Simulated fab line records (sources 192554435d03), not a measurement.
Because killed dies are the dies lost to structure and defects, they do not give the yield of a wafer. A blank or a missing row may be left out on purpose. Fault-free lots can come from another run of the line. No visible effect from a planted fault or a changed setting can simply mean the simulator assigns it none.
fab line records	flow n5_finfet	part 1 of 2: steps 1 to 40 of 43
record lots=7	wafers=21	last_day=19
route steps=1938 shown HKMG_FIN@404 BEOL_M4@1111
lots that met no fault: from a run of the same line without faults
start_h: hours from the record's first day to the start of the lot's first wafer shown	wait_h: hours from the lot's prior step to this one	" identical to the entry in the row above	L1.1+2: one row covering several wafers at once	- no value present, or no start provided	* or withheld: withheld	< > ~ a bound
route shown NAME@n: a module of which the file shows steps, and the number in the route of the first	usual: the fault-free wafers' mean and standard deviation	same: alike in all rows	chamber/n: place in a boat	sites: each site's reading	_std_site: the standard deviation of these	_edge_site: inner sites' mean taken away from outer sites' mean	radius_mm: how far each site lies from the wafer's centre	mask NAME#n: copy n	behind: tool/chamber where the wafer was last shaped	hold: reason for holding the lot/hours on hold/outcome of the hold	device: names the non-switching transistor (n, p or np)	end of line: the same wafers' tests at the end of the route	step lacking rows: just its recipe	killed: count of dies lost to structure and defects at first sort (not the wafer's yield)	map: per-die view of a wafer (x killed, . not killed, _ where there is no die)
set.NAME: the setting as run; set.NAME@STEP: as run at that earlier step	model.NAME: the simulator's own value behind a step, which no gauge read
lots seen at some steps along the route; tables by step, rows by wafer
services: the hour from which a tool's chamber was out of use, counted from the record's first day as start_h (under 0 if before that day), plus the number of hours and why
## steps
# step N5_HKMG_FIN_STRIP_56
# recipe chemistry=N2/H2	temp_c=40	n2_flow_sccm=200	h2_flow_sccm=200	rf_frequency_hz=6e+07
# step N5_HKMG_FIN_STRIP_57
# recipe chemistry=CF4	resist=SiARC	power_w=300	bias_power_w=75	pressure_mtorr=50	cf4_flow_sccm=150	rf_frequency_hz=6e+07
# usual drypump_motor_current_A=5.8/0.5	oes_product_au=0.76/0.078	rf_vpp_V=270.9/1.4	showerhead_plenum_p_Torr=1.77/0.057	throttle_valve_pct=13.58/0.26
lot.wafer	tool	chamber	start_h	wait_h	drypump_motor_current_A	oes_product_au	rf_hours_counter_h	rf_vpp_V	showerhead_plenum_p_Torr	throttle_valve_pct
L370.2	rie_diel-03	1	74.89	0.0	5.2	0.70	217	272.0	1.84	13.60
L370.4	"	3	"	"	6.5	0.74	173	272.7	1.86	13.59
L370.5	"	0	"	"	5.6	0.70	-	268.2	1.72	13.57
L374.2	rie_diel-01	2	98.45	0.0	6.6	0.77	127	270.4	1.75	13.93
L374.5	"	3	"	"	5.9	0.98	-	269.5	1.76	13.02
L374.6	"	2	"	"	6.5	0.76	-	271.4	1.75	13.95
L386.1	rie_diel-03	0	170.35	0.0	5.6	0.69	220	271.5	1.71	13.64
L386.2	"	2	"	"	5.3	0.78	116	271.6	1.73	13.26
L386.6	"	0	"	"	5.7	0.69	-	267.3	1.71	13.64
L387.3	rie_diel-04	3	174.46	0.0	5.2	0.70	234	270.6	1.69	13.55
L387.4	"	3	"	"	5.2	0.70	-	268.2	1.69	13.54
L387.5	"	0	"	"	6.0	0.75	-	270.3	1.80	13.93
L388.3	rie_diel-03	2	182.98	0.0	5.3	0.77	121	270.2	1.73	13.28
L388.4	"	3	"	"	6.5	0.72	-	270.7	1.85	13.66
L388.5	"	0	"	"	5.6	0.69	-	269.2	1.71	13.65
L392.1	rie_diel-04	1	211.94	0.0	6.4	0.91	12	271.0	1.81	13.08
L392.3	"	3	"	"	5.2	0.69	248	270.8	1.69	13.58
L392.6	"	0	"	"	6.0	0.74	-	271.5	1.79	13.96
L393.1	rie_diel-04	2	212.72	0.0	5.6	0.71	195	270.0	1.73	13.92
L393.4	"	0	"	"	6.0	0.75	144	271.1	1.79	13.94
L393.5	"	1	"	"	6.4	0.92	-	272.3	1.81	13.09
# step N5_HKMG_FIN_ETCH_58
# recipe chemistry=N2/H2	target=SOC	target_depth_a=2158	ion_energy_ev=50	bias_w=13	time_s=741	pressure_mtorr=30	source_w=875	n2_flow_sccm=200	h2_flow_sccm=200
# step N5_HKMG_FIN_STRIP_93
# recipe chemistry=N2/H2	material=SOC	time_s=20	power_w=500	temp_c=40	pressure_mtorr=50	rf_frequency_hz=6e+07	bias_power_w=8	h2_frac=0.5	n2_flow_sccm=300	h2_flow_sccm=300
# step N5_HKMG_FIN_WET_ETCH_76
# recipe chemistry=dNH4OH	mix=1:50	temp_c=25	target=Al2O3	stop_on=La2O3	target_depth_nm=2.25	dry=ipa_marangoni	rinse_time_s=30	rinse_temp_c=23
# step N5_HKMG_FIN_STRIP_60
# recipe chemistry=N2/H2	power_w=2500	temp_c=300	h2_frac=0.65	time_s=360	pressure_mtorr=withheld	n2_flow_sccm=1750	h2_flow_sccm=3250
# step N5_HKMG_FIN_WET_ETCH_77
# recipe chemistry=dHCl	mix=1:10000	temp_c=25	target=La2O3	stop_on=HfO2	target_depth_nm=2
# step N5_HKMG_FIN_WET_ETCH_78
# recipe chemistry=dNH4OH	mix=1:50	temp_c=25	target=Al2O3	stop_on=La2O3	target_depth_nm=4.5	dry=ipa_marangoni	rinse_time_s=30	rinse_temp_c=23
# step N5_HKMG_FIN_ALD_79
# recipe material=TiN	target_thk_a=15	temp_c=400	ald_precursor_family=TiCl4	ald_co_reactant=NH3	pulse_time_s=1	purge_time_s=3	co_reactant_purge_time_s=2	co_reactant_pulse_time_s=2	ald_cycles=68	pressure_torr=3
# usual heater_power_w=844/86	precursor_pulse_height_rel=1.003/0.02
# same co_reactant_pulse_time_s=2	co_reactant_purge_time_s=2	pulse_time_s=1
lot.wafer	tool	chamber	start_h	wait_h	heater_power_w	precursor_pulse_height_rel
L370.2	ald_metal-03	3	75.98	0.0	915	1.003
L370.4	"	1	"	"	824	0.989
L370.5	"	1	"	"	829	1.001
L374.2	ald_metal-03	2	99.54	0.0	965	1.038
L374.5	"	0	"	"	914	1.018
L374.6	"	3	"	"	887	0.952
L386.1	ald_metal-01	1	171.43	0.0	812	1.015
L386.2	"	3	"	"	851	1.022
L386.6	"	3	"	"	822	1.004
L387.3	ald_metal-01	1	175.55	0.0	796	0.985
L387.4	"	2	"	"	716	1.008
L387.5	"	0	"	"	884	0.991
L388.3	ald_metal-01	1	184.07	0.0	811	1.000
L388.4	"	2	"	"	708	0.987
L388.5	"	0	"	"	911	0.999
L392.1	ald_metal-01	1	213.02	0.0	807	1.016
L392.3	"	2	"	"	700	1.032
L392.6	"	3	"	"	840	1.019
L393.1	ald_metal-03	1	213.81	0.0	828	0.989
L393.4	"	2	"	"	966	0.996
L393.5	"	1	"	"	816	0.995
# step N5_HKMG_FIN_CVD_62
# recipe material=a-Si	target_thk_a=30	temp_c=500	precursor=Si2H6	pressure_torr=1	time_s=20.8
# usual heater_power_w=1366/130
lot.wafer	tool	chamber	start_h	wait_h	heater_power_w
L370.2	thermal_cvd_si-02	2	76.34	0.2	1482
L370.4	"	1	"	"	1482
L370.5	"	2	"	"	1522
L374.2	thermal_cvd_si-02	0	99.90	0.2	1515
L374.5	"	2	"	"	1516
L374.6	"	0	"	"	1520
L386.1	thermal_cvd_si-02	0	171.79	0.2	1510
L386.2	"	2	"	"	1534
L386.6	"	1	"	"	1408
L387.3	thermal_cvd_si-01	2	175.91	0.2	1199
L387.4	"	2	"	"	1222
L387.5	"	1	"	"	1292
L388.3	thermal_cvd_si-02	0	184.43	0.2	1507
L388.4	"	2	"	"	1468
L388.5	"	1	"	"	1450
L392.1	thermal_cvd_si-02	2	213.39	0.2	1499
L392.3	"	0	"	"	1557
L392.6	"	0	"	"	1494
L393.1	thermal_cvd_si-01	2	214.17	0.2	1244
L393.4	"	1	"	"	1277
L393.5	"	2	"	"	1232
# step N5_HKMG_FIN_RTA_80
# recipe temp_c=withheld	time_s=2	ambient=N2	idle_temp_c=600	ramp_up_c_per_s=150	ramp_down_c_per_s=60	cool_to_c=600
# step N5_HKMG_FIN_PRECLEAN_64
# recipe chemistry=dHF	time_s=30	temp_c=25	dilution=withheld
# step N5_HKMG_FIN_WET_ETCH_65
# recipe chemistry=TMAH	temp_c=70	conc_wt_pct=5	target=a-Si	stop_on=TiN	time_s=49	target_depth_nm=3
# usual bath_guard_temp_C=70.0/0.63	bath_heat_duty_pct=13.2/1.6	temp_c=69.99/0.13
lot.wafer	tool	chamber	start_h	wait_h	bath_guard_temp_C	bath_heat_duty_pct	temp_c	model.a-Si_of_HKMG_FIN_CVD_62.thk_nm	model.TiN_of_HKMG_FIN_ALD_79.thk_nm
L370.2	wet_bench-02	5	76.75	0.0	69.8	13.7	69.94	0	1.2
L370.4	"	6	"	"	69.7	11.5	69.98	0	1.2
L370.5	"	7	"	"	69.7	14.0	70.02	0	1.2
L374.2	wet_bench-04	1	100.32	0.0	70.1	14.8	70.02	0	1.4
L374.5	"	2	"	"	70.9	16.4	69.66	0	1.4
L374.6	"	6	"	"	70.4	12.8	70.14	0	1.2
L386.1	wet_bench-02	5	172.15	0.0	-	-	-	3	1.6
L386.2	"	3	"	"	-	-	-	3.2	1.6
L386.6	"	6	"	"	-	-	-	3.2	1.6
L387.3	wet_bench-01	4	176.32	0.0	-	-	-	2.8	1.4
L387.4	"	5	"	"	-	-	-	3	1.6
L387.5	"	2	"	"	-	-	-	2.8	1.6
L388.3	wet_bench-01	0	184.76	0.0	-	-	-	2.8	1.4
L388.4	"	3	"	"	-	-	-	3.2	1.6
L388.5	"	5	"	"	-	-	-	3.2	1.6
L392.1	wet_bench-01	7	213.70	0.0	70.8	11.4	69.76	0	1.2
L392.3	"	6	"	"	68.8	18.6	70.05	0	1.4
L392.6	"	2	"	"	69.3	12.4	69.77	0	1.2
L393.1	wet_bench-04	6	214.55	0.0	70.1	13.5	69.96	0	1.2
L393.4	"	3	"	"	70.5	12.5	69.67	0	1.4
L393.5	"	5	"	"	68.9	12.1	70.19	0	1.2
# step N5_HKMG_FIN_WET_ETCH_81
# recipe chemistry=SC1	target=TiN	stop_on=HfO2	mix=1:1:5	temp_c=60	time_s=57	target_depth_nm=6
# step N5_HKMG_FIN_WET_ETCH_82
# recipe chemistry=dHCl	mix=1:10000	temp_c=25	target=La2O3	stop_on=HfO2	target_depth_nm=2	dry=ipa_marangoni	rinse_time_s=30	rinse_temp_c=23
# step N5_HKMG_FIN_ALD_36
# recipe material=TiN	target_thk_a=10	temp_c=400	ald_precursor_family=TiCl4	ald_co_reactant=NH3	pulse_time_s=1	purge_time_s=3	co_reactant_purge_time_s=2	co_reactant_pulse_time_s=2	ald_cycles=47	pressure_torr=3
# step N5_HKMG_FIN_THK_MEAS_70
# recipe thk_meas_gauge=xrf	reads=HfO2_of_HKMG_FIN_HK_ALD_01
# usual HK_THK=1.591/0.018
lot.wafer	tool	chamber	start_h	wait_h	HK_THK[nm]
L370.2	film_metro-02	-	77.14	0.2	1.586
L370.4	"	-	"	"	1.602
L370.5	"	-	"	"	1.587
L374.2	film_metro-01	-	100.71	0.2	1.576
L374.5	"	-	"	"	1.604
L374.6	"	-	"	"	1.586
L386.1	film_metro-01	-	172.73	0.2	1.602
L386.2	"	-	"	"	1.591
L386.6	"	-	"	"	1.599
L387.3	film_metro-01	-	176.71	0.2	1.585
L387.4	"	-	"	"	1.608
L387.5	"	-	"	"	1.583
L388.3	film_metro-01	-	185.15	0.2	1.593
L388.4	"	-	"	"	1.598
L388.5	"	-	"	"	1.579
L392.1	film_metro-01	-	214.10	0.2	1.616
L392.3	"	-	"	"	1.580
L392.6	"	-	"	"	1.596
L393.1	film_metro-01	-	214.93	0.2	1.594
L393.4	"	-	"	"	1.595
L393.5	"	-	"	"	1.586
# step N5_HKMG_FIN_PWFM_ALD_03
# recipe material=TiN	target_thk_a=20	temp_c=400	ald_precursor_family=TiCl4	ald_co_reactant=NH3	pulse_time_s=1	purge_time_s=3	co_reactant_purge_time_s=2	co_reactant_pulse_time_s=2	ald_cycles=91	pressure_torr=3
# step N5_HKMG_FIN_COAT_29
# recipe resist=SOC	temp_c=250	time_s=60	spin_rpm=1500	resist_thk_nm=300
# step N5_HKMG_FIN_COAT_30
# recipe resist=SiARC	temp_c=220	time_s=60	spin_rpm=1500	resist_thk_nm=35
# step N5_HKMG_FIN_COAT_06
# recipe resist=CAR-ArF	spin_rpm=1500	resist_thk_nm=90
# step N5_HKMG_FIN_EBR_08
# recipe solvent=PGMEA	ebr_width_mm=1.5
# step N5_HKMG_FIN_SOFTBAKE_07
# recipe temp_c=110	time_s=60	resist=CAR-ArF
# step N5_HKMG_FIN_EXPOSE_09
# recipe mask_id=NWFM	na=1.35	source_shape=conventional	sigma_outer=0.8	polarization=unpolarized	dose_mj=39.25
# step N5_HKMG_FIN_PEB_10
# recipe peb_temp_c=withheld	peb_time_s=60	resist=CAR-ArF
# step N5_HKMG_FIN_DEVELOP_11
# recipe develop_time_s=30	developer=TMAH	resist=CAR-ArF	dev_temp_c=23	rinse_liquid=diw	dry=air_spin
# step N5_HKMG_FIN_CD_MEAS_12
# recipe target_cd_nm=92.8	landing_energy_ev=500	detector=se_inlens
# usual cd_nm=92.4/0.69
lot.wafer	tool	chamber	start_h	wait_h	cd_nm
L370.2	cd_sem-01	0	78.02	-	92.2
L370.4	"	0	"	"	93.3
L370.5	"	0	"	"	92.2
L374.2	cd_sem-02	0	101.59	-	91.9
L374.5	"	0	"	"	91.4
L374.6	"	0	"	"	91.7
L386.1	cd_sem-01	0	173.60	-	91.9
L386.2	"	0	"	"	93.0
L386.6	"	0	"	"	91.8
L387.3	cd_sem-02	0	177.59	-	92.6
L387.4	"	0	"	"	92.9
L387.5	"	0	"	"	91.9
L388.3	cd_sem-02	0	185.90	-	92.4
L388.4	"	0	"	"	93.5
L388.5	"	0	"	"	92.1
L392.1	cd_sem-03	0	214.98	-	92.7
L392.3	"	0	"	"	92.2
L392.6	"	0	"	"	92.4
L393.1	cd_sem-02	0	215.68	-	93.4
L393.4	"	0	"	"	93.5
L393.5	"	0	"	"	92.1
# step N5_HKMG_FIN_OVL_MEAS_13
# recipe points_per_wafer=44
# usual NWFM_OVL=-0.3/0.78
lot.wafer	tool	chamber	start_h	wait_h	NWFM_OVL[nm]
L370.2	overlay-01	0	78.05	0.0	-1.2
L370.4	"	0	"	"	-0.5
L370.5	"	0	"	"	0.2
L374.2	overlay-02	0	101.62	0.0	-1.6
L374.5	"	0	"	"	0.1
L374.6	"	0	"	"	-0.2
L386.1	overlay-02	0	173.64	0.0	0.3
L386.2	"	0	"	"	0.1
L386.6	"	0	"	"	-0.2
L387.3	overlay-02	0	177.62	0.0	-1.1
L387.4	"	0	"	"	-2.0
L387.5	"	0	"	"	0.0
L388.3	overlay-01	0	185.93	0.0	-0.4
L388.4	"	0	"	"	-0.2
L388.5	"	0	"	"	-0.6
L392.1	overlay-02	0	215.01	0.0	-0.5
L392.3	"	0	"	"	-1.2
L392.6	"	0	"	"	-1.8
L393.1	overlay-01	0	215.71	0.0	-0.4
L393.4	"	0	"	"	-0.5
L393.5	"	0	"	"	-1.1
# step N5_HKMG_FIN_INSPECT_14
# recipe mode=adi	inspect_instrument=macro
# usual raw_defect_count=1.9/1.3
lot.wafer	tool	chamber	start_h	wait_h	raw_defect_count
L370.2	defect_inspect-02	-	78.07	0.0	4
L370.4	"	-	"	"	4
L370.5	"	-	"	"	5
L374.2	defect_inspect-01	-	101.64	0.0	1
L374.5	"	-	"	"	2
L374.6	"	-	"	"	0
L386.1	defect_inspect-01	-	173.66	0.0	0
L386.2	"	-	"	"	2
L386.6	"	-	"	"	1
L387.3	defect_inspect-01	-	177.64	0.0	3
L387.4	"	-	"	"	2
L387.5	"	-	"	"	2
L388.3	defect_inspect-02	-	185.96	0.0	1
L388.4	"	-	"	"	2
L388.5	"	-	"	"	3
L392.1	defect_inspect-01	-	215.03	0.0	1
L392.3	"	-	"	"	4
L392.6	"	-	"	"	2
L393.1	defect_inspect-01	-	215.74	0.0	2
L393.4	"	-	"	"	2
L393.5	"	-	"	"	2
# step N5_HKMG_FIN_DESCUM_17
# recipe chemistry=O2	time_s=7.9	source_power_w=50	bias_power_w=20	pressure_mtorr=20	rf_frequency_hz=2.712e+07	temp_c=40	resist=CAR-ArF	o2_flow_sccm=225
# step N5_HKMG_FIN_ETCH_31
# recipe chemistry=CF4	target=SiARC	target_depth_a=455	mask_material=CAR-ArF	time_s=75.8	ion_energy_ev=80	pressure_mtorr=40	source_w=545	bias_w=36	Ar_flow_sccm=100	cf4_flow_sccm=100	ends=cleared
# usual bias_w=35.99/0.11	cf4_flow_sccm=100.0/0.33	drypump_motor_current_A=5.9/0.5	etch_rf_on_time_s=76.8/1.8	oes_product_au=0.66/0.084	rf_vpp_V=183.8/1.2	showerhead_plenum_p_Torr=2.12/0.068	throttle_valve_pct=15.61/0.28
lot.wafer	tool	chamber	start_h	wait_h	bias_w	cf4_flow_sccm	drypump_motor_current_A	etch_rf_on_time_s	oes_product_au	rf_hours_counter_h	rf_vpp_V	showerhead_plenum_p_Torr	throttle_valve_pct
L370.2	rie_diel-01	2	78.14	0.0	36.10	100.1	6.6	75.5	0.68	118	182.8	2.07	15.92
L370.4	"	0	"	"	36.05	100.0	6.4	77.0	0.63	-	185.7	2.23	15.86
L370.5	"	1	"	"	35.85	99.7	5.7	76.7	0.57	-	184.0	2.10	16.04
L374.2	rie_diel-04	2	101.78	0.0	35.99	100.4	5.6	77.0	0.62	169	182.2	2.06	15.86
L374.5	"	1	"	"	35.91	100.0	6.4	81.1	0.57	-	184.9	2.19	15.59
L374.6	"	3	"	"	35.92	99.7	5.2	77.2	0.61	-	183.1	2.03	15.47
L386.1	rie_diel-03	0	173.73	0.0	35.89	100.5	5.6	78.3	0.59	221	181.3	2.04	15.63
L386.2	"	2	"	"	35.95	99.8	5.3	76.6	0.66	117	183.4	2.07	15.30
L386.6	"	3	"	"	36.01	99.6	6.5	77.3	0.61	-	185.4	2.20	15.62
L387.3	rie_diel-03	1	177.71	0.0	36.04	99.4	5.2	77.2	0.58	249	184.8	2.19	15.66
L387.4	"	3	"	"	35.99	100.2	6.5	76.9	0.61	204	184.0	2.20	15.65
L387.5	"	2	"	"	35.85	99.9	5.3	76.0	0.67	-	181.7	2.07	15.28
L388.3	rie_diel-03	3	186.03	0.0	36.26	100.2	6.5	77.3	0.61	207	185.5	2.20	15.62
L388.4	"	3	"	"	36.03	100.1	6.5	77.3	0.61	-	183.9	2.20	15.65
L388.5	"	0	"	"	36.02	100.2	5.6	77.8	0.58	-	183.1	2.04	15.66
L392.1	rie_diel-03	2	215.10	0.0	36.06	99.9	5.3	75.5	0.66	136	185.0	2.06	15.32
L392.3	"	1	"	"	36.17	100.0	5.2	77.3	0.82	4	185.1	2.19	15.15
L392.6	"	2	"	"	35.95	99.5	5.2	75.2	0.66	-	183.2	2.06	15.33
L393.1	rie_diel-04	2	216.18	0.0	36.01	100.2	5.6	77.8	0.60	197	183.1	2.05	15.92
L393.4	"	0	"	"	35.98	99.9	6.0	76.8	0.64	145	184.9	2.14	15.99
L393.5	"	3	"	"	35.93	100.5	5.2	79.1	0.58	-	183.5	2.02	15.57
# step N5_HKMG_FIN_ETCH_32
# recipe chemistry=N2/H2	target=SOC	target_depth_a=2400	temp_c=40	time_s=300	ion_energy_ev=200	mask_material=SiARC	pressure_mtorr=30	source_w=840	bias_w=150	n2_flow_sccm=200	h2_flow_sccm=200
# step N5_HKMG_FIN_STRIP_33
# recipe chemistry=N2/H2	temp_c=40	n2_flow_sccm=200	h2_flow_sccm=200	rf_frequency_hz=6e+07
# step N5_HKMG_FIN_STRIP_34
# recipe chemistry=CF4	resist=SiARC	power_w=300	bias_power_w=75	pressure_mtorr=50	cf4_flow_sccm=150	rf_frequency_hz=6e+07
# step N5_HKMG_FIN_ETCH_35
# recipe chemistry=N2/H2	target=SOC	target_depth_a=2158	ion_energy_ev=65	bias_w=5	source_w=3000	time_s=243.4	pressure_mtorr=30	n2_flow_sccm=200	h2_flow_sccm=200
# step N5_HKMG_FIN_STRIP_92
# recipe chemistry=N2/H2	material=SOC	time_s=20	power_w=500	temp_c=40	pressure_mtorr=50	rf_frequency_hz=6e+07	bias_power_w=8	h2_frac=0.5	n2_flow_sccm=300	h2_flow_sccm=300
# step N5_HKMG_FIN_WET_ETCH_18
# recipe chemistry=SC1	target=TiN	mix=1:1:5	temp_c=*	time_s=55	target_depth_nm=5.2	dry=ipa_marangoni	rinse_time_s=30	rinse_temp_c=23
# step N5_HKMG_FIN_STRIP_19
# recipe chemistry=N2/H2	power_w=2500	temp_c=300	h2_frac=0.65	time_s=360	pressure_mtorr=withheld	n2_flow_sccm=1750	h2_flow_sccm=3250
# step N5_HKMG_FIN_ALD_91
# recipe material=TiN	target_thk_a=10	temp_c=400	ald_precursor_family=TiCl4	ald_co_reactant=NH3	pulse_time_s=1	purge_time_s=3	co_reactant_purge_time_s=2	co_reactant_pulse_time_s=2	ald_cycles=47	pressure_torr=3
# step N5_HKMG_FIN_COAT_85
# recipe resist=SOC	temp_c=250	time_s=60	spin_rpm=1500	resist_thk_nm=300
## key
first_sign step=N5_HKMG_FIN_WET_ETCH_65	reading=tool_record	direction=missing
effect step=N5_BEOL_M4_RC_MEAS_101	reading=IOFF_P_LIN	direction=up	sigmas=99+	usual=0.093	struck=2.061
effect step=N5_BEOL_M4_RC_MEAS_101	reading=IOFF_P	direction=up	sigmas=99+	usual=0.194	struck=4.361
effect step=N5_BEOL_M4_RC_MEAS_101	reading=IOFF_P_LONG	direction=up	sigmas=99+	usual=0.000102	struck=0.001099
effect step=N5_BEOL_M4_RC_MEAS_101	reading=VT_N_LONG	direction=up	sigmas=99+	usual=274.4	struck=519.0
effect step=N5_BEOL_M4_RC_MEAS_101	reading=IOFF_P_85C	direction=up	sigmas=99+	usual=3.4	struck=46.4
effect step=N5_BEOL_M4_RC_MEAS_101	reading=VT_N	direction=up	sigmas=85	usual=251	struck=508
effect step=N5_BEOL_M4_RC_MEAS_101	reading=VT_N_LVT	direction=up	sigmas=84	usual=99	struck=356
effect step=N5_BEOL_M4_RC_MEAS_101	reading=ION_N	direction=down	sigmas=48	usual=667	struck=148
effect step=N5_BEOL_M4_RC_MEAS_101	reading=VT_P_LVT	direction=up	sigmas=37	usual=-99.8	struck=-12.8
effect step=N5_BEOL_M4_RC_MEAS_101	reading=VT_P_LONG	direction=up	sigmas=29	usual=-276.3	struck=-201.9
effect step=N5_BEOL_M4_RC_MEAS_101	reading=VT_P	direction=up	sigmas=27	usual=-252	struck=-165
effect step=N5_BEOL_M4_RC_MEAS_101	reading=ION_P	direction=up	sigmas=15	usual=456	struck=565
model_effect step=N5_HKMG_FIN_WET_ETCH_65	value=a-Si_of_HKMG_FIN_CVD_62.thk_nm	without=0	struck=3.022
met_at N5_HKMG_FIN_WET_ETCH_65
struck_wafers L386.1,L386.2,L386.6,L387.3,L387.4,L387.5,L388.3,L388.4,L388.5
sort_left_out L386.1,L386.2,L386.6,L387.3,L387.4,L387.5,L388.3,L388.4,L388.5
onset_between 76.75 172.15
fault kind=skipped_step_whole	tool=wet_bench-01,wet_bench-02	chamber=-	onset_h=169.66	steps=N5_HKMG_FIN_WET_ETCH_65	scope=struck_lots_only
# sort_left_out: the simulated sort isn't trusted on such a fault, so these wafers' sort isn't shown, and their yield isn't known
